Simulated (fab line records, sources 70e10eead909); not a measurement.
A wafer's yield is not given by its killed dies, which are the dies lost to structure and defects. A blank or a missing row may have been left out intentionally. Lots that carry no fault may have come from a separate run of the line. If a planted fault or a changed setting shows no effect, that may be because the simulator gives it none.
Chamber matching    flow nand_harc    pecvd-04 running NHARC_A_STAIRCASE_DEP_301: 3 sister chambers
The step deposits SiON, target thk 30 nm. 6 wafers are shown with their chamber, then 8 later ones without.

== EACH WAFER AND ITS CHAMBER ==
wafer   chamber  heater_power_w (W)  rf_fwd_power_W (W)
L080.6  2        660                 348.5
L081.6  1        640                 347.8
L082.1  0        777                 347.1
L082.2  2        752                 348.2
L082.6  0        771                 348.1
L083.3  1        678                 348.2

== WAFERS WHOSE CHAMBER IS MISSING ==
wafer   heater_power_w (W)  rf_fwd_power_W (W)
L083.4  668                 347.8
L083.5  699                 347.7
L085.1  732                 347.6
L085.2  738                 349.1
L085.3  726                 346.8
L090.1  700                 349.3
L090.4  840                 346.9
L090.5  715                 348.4

== WHICH CHAMBER EACH WENT THROUGH ==
wafer   from the rows above           in truth
L083.4  can't be placed: 1 or 2       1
L083.5  can't be placed: 1 or 2 or 0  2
L085.1  can't be placed: 0 or 2 or 1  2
L085.2  can't be placed: 2 or 1 or 0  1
L085.3  can't be placed: 0 or 1 or 2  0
L090.1  can't be placed: 2 or 1       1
L090.4  0                             0
L090.5  can't be placed: 2 or 1       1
Correct placement for 1 of the 8. Unplaceable from these rows: 7, with the true chamber sitting among the candidates in 7. Placed wrongly: 0.
How it was worked out, from the rows above alone: a wafer's distance from a chamber is the root of the sum, over the readings, of the square of ((its reading less the chamber's mean) divided by the reading's scatter). The wafer belongs to the nearest chamber; if the next one is less than 2 further off, it can't be placed. For every chamber, the mean is computed from those of its wafers that are shown. The scatter is the square root of a quotient: the sum, over the shown wafers, of each reading's squared deviation from its chamber's mean, divided by wafers minus chambers.
